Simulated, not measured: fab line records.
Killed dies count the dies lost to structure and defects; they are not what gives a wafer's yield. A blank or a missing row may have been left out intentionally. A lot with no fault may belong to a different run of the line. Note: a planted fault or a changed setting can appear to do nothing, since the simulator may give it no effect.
Struck lot and sound lot, side by side || flow nand-harc || 13 out of 1159 route steps
Sound: these wafers, L627.2, L627.3, L627.4. Struck: wafer L620.6. (L620.2 of the same lot was not struck and is left out.) The cause comes at the end.
At each step with rows: each side's tool, then ch and its chambers, then its first start. Under that, the readings that differ: sound wafers || struck wafers || difference of the means || sigmas: that difference in standard deviations of wafers without a fault.
alike: words and numbers the same on both sides, and readings whose means are apart by under 2 such deviations; not compared: readings that were withheld, readings missing a value for some wafer, numbers with overlapping values and no deviation given by the record, and bounds like >300 which may hide the same value.
A row with sigmas, a row that says differs or no value, or rows on one side alone: a step with any of these is where the two part. Numbers that have no deviation but don't overlap get no sigmas and don't part them. A reading that every wafer of one side lacks parts them only if that side has two wafers or more.

NHARC_A_ONON_D1_THK_MEAS_30: measures by ellipsometry.
  sound: film-metro-01 at day 11 23:10; struck: film-metro-02 at day 11 01:42
{"reading": "thk-nm (nm)", "sound": "1007 1008 1007", "struck": 979, "difference": -28, "sigmas": -2}
NHARC_A_ONON_D1_DEP_33: deposits SiO2, target thk 200 nm.
  sound on pecvd-01 ch 1,2, day 11 23:15; struck on pecvd-04 ch 1, day 11 02:04
  alike: heater-power-w, throttle-valve-pct
NHARC_A_ONON_D1_THK_MEAS_34: measures by ellipsometry.
  sound: film-metro-01 at day 11 23:40; struck: film-metro-01 at day 11 02:26
  alike: thk-nm
NHARC_A_ONON_D1_INSPECT_32:
  sound: defect-inspect-02 at day 11 23:46; struck: defect-inspect-01 at day 11 02:32
  alike: raw-defect-count
NHARC_A_CHANNEL_HOLE_D1_DEP_00: deposits aC, target thk 3100 nm.
  sound on acl-dep-02 ch 0, day 12 01:46; struck on acl-dep-01 ch 0, day 11 04:47
  alike: throttle-valve-pct
NHARC_A_CHANNEL_HOLE_D1_DEP_01: deposits SiON, target thk 140 nm.
  sound on pecvd-04 ch 0,1,2, day 12 03:21; struck on pecvd-03 ch 0, day 11 05:07
  alike: heater-power-w
then, 5 steps without rows for these wafers: NHARC_A_CHANNEL_HOLE_D1_DEHYDRATE_02 (time 120 s); NHARC_A_CHANNEL_HOLE_D1_HMDS_03 (time 30 s); NHARC_A_CHANNEL_HOLE_D1_COAT_36 (time 75 s); NHARC_A_CHANNEL_HOLE_D1_COAT_37 (time 65 s); NHARC_A_CHANNEL_HOLE_D1_COAT_04 (resist thk 90 nm).
NHARC_A_CHANNEL_HOLE_D1_SOFTBAKE_05: time 55 s.
  sound on litho-track-06 ch 0, day 12 03:00; struck on litho-track-01 ch 0, day 11 05:00
{"reading": "heater-power-total-W (W)", "sound": "188.55 188.28 188.39", "struck": 323.13, "difference": "+134.72", "sigmas": "+99 or more"}
next, for these wafers, 1 step has no rows: NHARC_A_CHANNEL_HOLE_D1_EBR_06.

## WHERE THEY PART
First at NHARC_A_ONON_D1_THK_MEAS_30; last, within this record, at NHARC_A_CHANNEL_HOLE_D1_SOFTBAKE_05.

WHY: the cause the simulator had injected
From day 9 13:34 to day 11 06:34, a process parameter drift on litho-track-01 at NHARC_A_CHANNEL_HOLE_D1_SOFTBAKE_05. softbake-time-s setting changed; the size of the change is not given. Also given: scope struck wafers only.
